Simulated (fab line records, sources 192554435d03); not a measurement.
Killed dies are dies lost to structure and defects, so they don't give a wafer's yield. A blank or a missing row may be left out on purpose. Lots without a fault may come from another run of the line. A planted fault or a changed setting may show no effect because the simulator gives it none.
Chamber matching | flow n5_finfet | N5_BEOL_M4_DESCUM_16 on rie_diel-01: 4 sister chambers
The step chemistry O2, time 7 s. 4 wafers are shown with their chamber, then 7 later ones without.

WAFERS WITH THEIR CHAMBER
wafer  | chamber | drypump_motor_current_A (A)
L906.1 | 3       | 6.4
L916.3 | 1       | 6.0
L917.1 | 0       | 6.2
L917.3 | 2       | 5.5

WAFERS WITHOUT THEIR CHAMBER
wafer  | drypump_motor_current_A (A)
L917.4 | 5.9
L918.1 | 5.5
L918.3 | 6.2
L918.6 | 6.4
L919.1 | 6.0
L919.5 | 6.2
L919.6 | 6.4

WHICH CHAMBER EACH WENT THROUGH
wafer  | from the rows above | in truth
L917.4 | 1                   | 1
L918.1 | 2                   | 2
L918.3 | 0                   | 0
L918.6 | 3                   | 3
L919.1 | 1                   | 1
L919.5 | 0                   | 0
L919.6 | 3                   | 3
Placed correctly: 7 of 7. Can't be placed from these rows: 0. Placed wrongly: 0.
How it was worked out, from the rows above alone: a wafer's distance from a chamber is the root of the sum, over the readings, of the square of ((its reading less the chamber's mean) divided by the reading's scatter). The wafer belongs to the nearest chamber; if the next one is less than 2 further off, it can't be placed. A chamber's mean is the mean of its shown wafers. The scatter: with one shown wafer a chamber, the root of the mean of the squares of how far each hidden wafer lies from its nearest shown one.
